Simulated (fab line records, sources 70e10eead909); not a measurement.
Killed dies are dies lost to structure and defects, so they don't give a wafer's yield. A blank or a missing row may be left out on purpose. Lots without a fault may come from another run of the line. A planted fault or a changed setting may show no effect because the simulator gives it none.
Chamber matching | flow nand_harc | NHARC_P_M0_DEP_32 on pecvd-01: 3 sister chambers
The step deposits SiCN, target thk 30 nm. 3 wafers are shown with their chamber, then 7 later ones without.

WAFERS WITH THEIR CHAMBER
wafer  | chamber | heater_power_w (W)
L083.2 | 1       | 518
L085.1 | 2       | 576
L085.2 | 0       | 578

WAFERS WITHOUT THEIR CHAMBER
wafer  | heater_power_w (W)
L085.5 | 581
L089.2 | 517
L089.3 | 507
L089.4 | 515
L092.1 | 560
L092.3 | 527
L092.6 | 593

WHICH CHAMBER EACH WENT THROUGH
wafer  | from the rows above     | in truth
L085.5 | can't be placed: 0 or 2 | 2
L089.2 | 1                       | 1
L089.3 | 1                       | 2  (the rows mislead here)
L089.4 | 1                       | 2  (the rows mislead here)
L092.1 | can't be placed: 2 or 0 | 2
L092.3 | 1                       | 1
L092.6 | can't be placed: 0 or 2 | 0
Placed correctly: 2 of 7. Can't be placed from these rows: 3 (the true chamber is among the candidates in 3). Placed wrongly: 2.
How it was worked out, from the rows above alone: a wafer's distance from a chamber is the root of the sum, over the readings, of the square of ((its reading less the chamber's mean) divided by the reading's scatter). The wafer belongs to the nearest chamber; if the next one is less than 2 further off, it can't be placed. A chamber's mean is the mean of its shown wafers. The scatter: with one shown wafer a chamber, the root of the mean of the squares of how far each hidden wafer lies from its nearest shown one.
